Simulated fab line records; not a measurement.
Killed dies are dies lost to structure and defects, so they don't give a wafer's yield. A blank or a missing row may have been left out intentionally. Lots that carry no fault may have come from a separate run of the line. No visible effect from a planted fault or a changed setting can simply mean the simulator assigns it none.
Matching of chambers | flow nand_harc | 4 sister chambers for NHARC_A_STAIRCASE_ETCH_253 on rie_diel-01
The step etches the open film in C4F8/O2, target depth 50 nm, time 20.2 s. 8 wafers are shown with their chamber, then 9 later ones without.

WAFERS, EACH WITH ITS CHAMBER
wafer  | chamber | rf_vpp_V (V) | oes_product_au (a.u.)
L080.2 | 0       | 902          | 0.966
L081.3 | 0       | 899          | 0.931
L087.1 | 3       | 894          | 0.966
L087.2 | 2       | 891          | 0.972
L087.3 | 1       | 906          | 0.959
L093.1 | 2       | 893          | 0.940
L093.2 | 1       | 906          | 0.944
L093.3 | 3       | 894          | 0.936

WAFERS WITHOUT THEIR CHAMBER
wafer  | rf_vpp_V (V) | oes_product_au (a.u.)
L094.1 | 900          | 0.951
L094.3 | 895          | 0.946
L094.5 | 901          | 0.959
L096.1 | 904          | 0.925
L096.4 | 890          | 0.933
L096.5 | 900          | 0.931
L097.1 | 891          | 0.933
L097.2 | 901          | 0.938
L097.3 | 895          | 0.933

THE CHAMBER EACH PASSED THROUGH
wafer  | from the rows above     | in truth
L094.1 | 0                       | 0
L094.3 | can't be placed: 3 or 2 | 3
L094.5 | 0                       | 0
L096.1 | can't be placed: 1 or 0 | 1
L096.4 | can't be placed: 2 or 3 | 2
L096.5 | 0                       | 0
L097.1 | can't be placed: 2 or 3 | 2
L097.2 | 0                       | 0
L097.3 | can't be placed: 3 or 2 | 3
Correctly placed: 4 of 9. Can't be placed from these rows: 5 (the true chamber is among the candidates in 5). Placed wrongly: 0.
How it was worked out, from the rows above alone: a wafer's distance from a chamber is the root of the sum, over the readings, of the square of ((its reading less the chamber's mean) divided by the reading's scatter). The wafer belongs to the nearest chamber; if the next one is less than 2 further off, it can't be placed. Each chamber's mean is taken over the wafers shown for it. The scatter: take each reading less its chamber's mean, square it, sum over the shown wafers, divide by the number of wafers less the number of chambers, and take the root.
